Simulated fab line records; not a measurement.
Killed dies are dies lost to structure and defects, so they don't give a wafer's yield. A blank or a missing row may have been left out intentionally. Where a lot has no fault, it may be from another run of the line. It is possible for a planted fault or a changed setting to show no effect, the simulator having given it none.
Comparing a struck lot with a sound one    flow n5-finfet    38 out of 1938 route steps
Sound: the wafers L168.1, L168.3, L168.6. The struck wafers were L151.1, L151.3. The cause is named last.
At each step with rows: each side's tool, then ch and its chambers, then its first start. Under that, the readings that differ: sound wafers    struck wafers    difference of the means    sigmas: that difference in standard deviations of wafers without a fault.
alike: a reading whose means differ by less than 2 such deviations, as well as words and numbers matching on both sides. not compared: withheld readings; readings where some wafer has no value; bounds like >300 that might hide an equal value; numbers whose values overlap and for which the record gives no deviation.
Wherever a step has rows on one side only, a row that says differs or no value, or a row with sigmas, the two part there. Non-overlapping numbers with no deviation appear without sigmas and do not part them. Lack of a reading on every wafer of one side parts them only where that side has two or more wafers.

first, 9 steps without rows for these wafers: N5_BEOL_M4_ANNEAL_95 (time 240 s); N5_BEOL_M4_SPUTTER_96 (material Cu, target thk 4.5 nm, time 8.29 s); N5_BEOL_M4_ECD_50 (material Cu, target thk 300 nm); N5_BEOL_M4_ANNEAL_51 (time 90 s); N5_BEOL_M4_CMP_52 (polishes, stops on SiOC, t overpolish 6.8 s, target thk 40 nm); N5_BEOL_M4_PRE_CLEAN_60 (time 15 s); N5_BEOL_M4_CO_CAP_55 (material Co, precursor CCTBA/H2, target thk 2 nm, time 102.1 s); N5_BEOL_M4_PRE_CLEAN_56 (time 15 s); N5_BEOL_M4_DEP_57 (deposits SiCN from 3MS/NH3, target thk 8 nm, time 14 s).
N5_BEOL_M4_RC_MEAS_101:
  sound on prober-02 ch 0, day 13 17:04; struck on prober-02 ch 0, day 8 13:29
  alike: DIBL_N, DIBL_P, IOFF_N, IOFF_P, ION_N, ION_P, SS_N, SS_P, VT_N, VT_P
then, 24 steps without rows for these wafers: N5_BEOL_M5_ILD_DEP_00 (deposits SiCOH lowk from DEMS/porogen, target thk 140.64 nm, time 25.9 s); N5_BEOL_M5_CURE_79 (cures SiCOH lowk, time 240 s); N5_BEOL_M5_PECVD_70 (deposits SiO2 from TEOS/O2, target thk 16 nm, time 18 s); N5_BEOL_M5_HM_DEP_02 (deposits TiN, target thk 20 nm); N5_BEOL_M5_COAT_59 (time 60 s, resist thk 60 nm); N5_BEOL_M5_COAT_60 (time 60 s, resist thk 12 nm); N5_BEOL_M5_COAT_71 (time 60 s, resist thk 5 nm); N5_BEOL_M5_COAT_05 (resist thk 30 nm); N5_BEOL_M5_EBR_07; N5_BEOL_M5_SOFTBAKE_06 (time 60 s); N5_BEOL_M5_EXPOSE_08 (exposes mask M5, target cd 28 nm); N5_BEOL_M5_PEB_09 (peb time 60 s); N5_BEOL_M5_DEVELOP_10 (develop time 30 s); N5_BEOL_M5_DESCUM_16 (chemistry O2, time 7 s); N5_BEOL_M5_ETCH_72 (etches underlayer in N2/H2, target depth 6.5 nm, time 5.2 s); N5_BEOL_M5_ETCH_61 (etches SiARC in CF4, target depth 15.6 nm, time 26 s); N5_BEOL_M5_ETCH_62 (etches SOC in N2/H2, target depth 75 nm, overetch 15 nm, time 112.5 s); N5_BEOL_M5_STRIP_63 (strips in N2/H2); N5_BEOL_M5_STRIP_73 (strips in N2/H2); N5_BEOL_M5_STRIP_64 (strips in CF4); N5_BEOL_M5_HM_OPEN_17 (chemistry Cl2/BCl3, target TiN, target depth 20 nm, overetch 6 nm); N5_BEOL_M5_STRIP_19 (strips in O2); N5_BEOL_M5_COAT_65 (time 60 s, resist thk 60 nm); N5_BEOL_M5_COAT_66 (time 60 s, resist thk 12 nm).
-- the record jumps here: 3 days lie between the struck wafers' starts before and after (it left off in module BEOL_M5 and takes up again in module BEOL_M12, whose first step shown is number 1608 of the route) --
N5_BEOL_M12_EXPOSE_07: exposes mask V11.
  sound on krf-scanner-01 ch 0, day 16 08:01; struck on krf-scanner-01 ch 0, day 11 11:04
  alike: mask, focus-offset-nm
N5_BEOL_M12_CD_MEAS_10: the cd target is 140 nm.
  sound on cd-sem-02 ch 0, day 16 08:11; struck on cd-sem-03 ch 0, day 11 11:14
reading     sound              struck       difference  sigmas
cd-nm (nm)  140.4 141.1 140.3  101.5 101.3  -39.2       -26
N5_BEOL_M12_CD_MEAS_17: the cd target is 140 nm.
  struck on cd-sem-03, day 11 11:49; sound on cd-sem-02, day 16 08:46
reading     sound              struck       difference  sigmas
cd-nm (nm)  139.9 142.5 139.1  100.7 101.6  -39.3       -22
N5_PASSIVATION_PROBE_49:
  struck on prober-02, day 13 00:25; sound on prober-02, day 17 20:43
reading                   sound           struck     difference  sigmas
defect-limited-yield (%)  90.9 89.5 90.8  0 0.1      -90         -70
killed_at_M4_up           10 16 11        1091 1100  +1083       +99 or more
killed-dies               107 124 108     1180 1179  +1066       +71
killed-on-rim             25 14 13        152 152    +135        +35
sort_bin_5_function (%)   4.9 6.6 5.3     96.2 96.2  +90.6       +99 or more
sort-n-pass               1073 1056 1072  0 1        -1066       -71
sort-yield-pct (%)        90.9 89.5 90.8  0 0.1      -90         -70
  alike: killed_at_M0_to_M3, killed-at-contacts, killed-at-front-end, killed-at-other, killed-open, killed-short, sort_bin_6_memory

WHERE THEY PART
At N5_BEOL_M12_CD_MEAS_10 first; at N5_PASSIVATION_PROBE_49 last (within this record only).

WHY: what the simulator had put in
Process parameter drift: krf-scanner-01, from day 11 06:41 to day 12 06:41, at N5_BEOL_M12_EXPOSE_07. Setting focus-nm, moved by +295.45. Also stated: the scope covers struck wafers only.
